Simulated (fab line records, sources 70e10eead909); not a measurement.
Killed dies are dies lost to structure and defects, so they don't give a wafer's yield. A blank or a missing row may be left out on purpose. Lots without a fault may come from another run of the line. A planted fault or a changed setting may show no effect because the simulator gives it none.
Chamber matching | flow nand_harc | NHARC_P_ZERO_WELL_DESCUM_54 on rie_diel-02: 3 sister chambers
The step chemistry O2, time 3 s. 3 wafers are shown with their chamber, then 8 later ones without.

WAFERS WITH THEIR CHAMBER
wafer  | chamber | drypump_motor_current_A (A)
L086.2 | 0       | 5.8
L086.4 | 1       | 5.5
L086.6 | 2       | 5.9

WAFERS WITHOUT THEIR CHAMBER
wafer  | drypump_motor_current_A (A)
L089.1 | 5.8
L089.4 | 5.8
L090.1 | 5.9
L090.2 | 5.7
L090.6 | 5.8
L092.1 | 5.9
L092.3 | 5.8
L092.5 | 5.9

WHICH CHAMBER EACH WENT THROUGH
wafer  | from the rows above | in truth
L089.1 | 0                   | 0
L089.4 | 0                   | 0
L090.1 | 2                   | 2
L090.2 | 0                   | 0
L090.6 | 0                   | 0
L092.1 | 2                   | 2
L092.3 | 0                   | 0
L092.5 | 2                   | 2
Placed correctly: 8 of 8. Can't be placed from these rows: 0. Placed wrongly: 0.
How it was worked out, from the rows above alone: a wafer's distance from a chamber is the root of the sum, over the readings, of the square of ((its reading less the chamber's mean) divided by the reading's scatter). The wafer belongs to the nearest chamber; if the next one is less than 2 further off, it can't be placed. A chamber's mean is the mean of its shown wafers. The scatter: with one shown wafer a chamber, the root of the mean of the squares of how far each hidden wafer lies from its nearest shown one.
